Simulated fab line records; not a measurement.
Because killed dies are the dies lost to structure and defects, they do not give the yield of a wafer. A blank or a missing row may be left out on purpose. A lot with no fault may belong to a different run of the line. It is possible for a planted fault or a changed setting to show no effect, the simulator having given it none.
Matching of chambers / flow nandHarc / NHARC_A_WL_FILL_ALD_00 on aldHk-01 has 4 sister chambers
The step deposits Al2O3, target thk 3 nm, pulse time 3 s, ald cycles 30. 8 wafers are shown with their chamber, then 7 later ones without.

== WAFERS, EACH WITH ITS CHAMBER ==
wafer=L657.3; chamber=0; heaterPowerW (W)=400; precursorPulseHeightRel=1.027
wafer=L657.5; chamber=0; heaterPowerW (W)=389; precursorPulseHeightRel=0.954
wafer=L658.3; chamber=2; heaterPowerW (W)=477; precursorPulseHeightRel=0.971
wafer=L658.6; chamber=1; heaterPowerW (W)=459; precursorPulseHeightRel=1.005
wafer=L660.3; chamber=3; heaterPowerW (W)=440; precursorPulseHeightRel=1.003
wafer=L660.6; chamber=2; heaterPowerW (W)=488; precursorPulseHeightRel=0.991
wafer=L667.1; chamber=1; heaterPowerW (W)=464; precursorPulseHeightRel=0.983
wafer=L667.2; chamber=3; heaterPowerW (W)=427; precursorPulseHeightRel=1.034

== WAFERS WITH NO CHAMBER GIVEN ==
wafer=L667.6; heaterPowerW (W)=492; precursorPulseHeightRel=0.996
wafer=L670.1; heaterPowerW (W)=441; precursorPulseHeightRel=1.002
wafer=L670.5; heaterPowerW (W)=436; precursorPulseHeightRel=1.048
wafer=L670.6; heaterPowerW (W)=472; precursorPulseHeightRel=1.009
wafer=L675.1; heaterPowerW (W)=401; precursorPulseHeightRel=1.029
wafer=L675.2; heaterPowerW (W)=425; precursorPulseHeightRel=0.995
wafer=L675.6; heaterPowerW (W)=446; precursorPulseHeightRel=1.017

== THE CHAMBER EACH PASSED THROUGH ==
wafer=L667.6; from the rows above=2; in truth=2
wafer=L670.1; from the rows above=can't be placed: 3 or 1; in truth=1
wafer=L670.5; from the rows above=3; in truth=3
wafer=L670.6; from the rows above=can't be placed: 1 or 2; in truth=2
wafer=L675.1; from the rows above=0; in truth=0
wafer=L675.2; from the rows above=3; in truth=3
wafer=L675.6; from the rows above=can't be placed: 3 or 1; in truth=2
4 of 7 placed correctly. These rows do not allow placing 3 (true chamber among the candidates in 2). Placed wrongly: 0.
How it was worked out, from the rows above alone: a wafer's distance from a chamber is the root of the sum, over the readings, of the square of ((its reading less the chamber's mean) divided by the reading's scatter). If the next closest chamber is less than 2 further off than the closest, the wafer can't be placed; otherwise it belongs to the closest. Each chamber's mean is taken over the wafers shown for it. The scatter: the root of (the sum of the squares of (reading less its chamber's mean) over the shown wafers, divided by (wafers less chambers)).
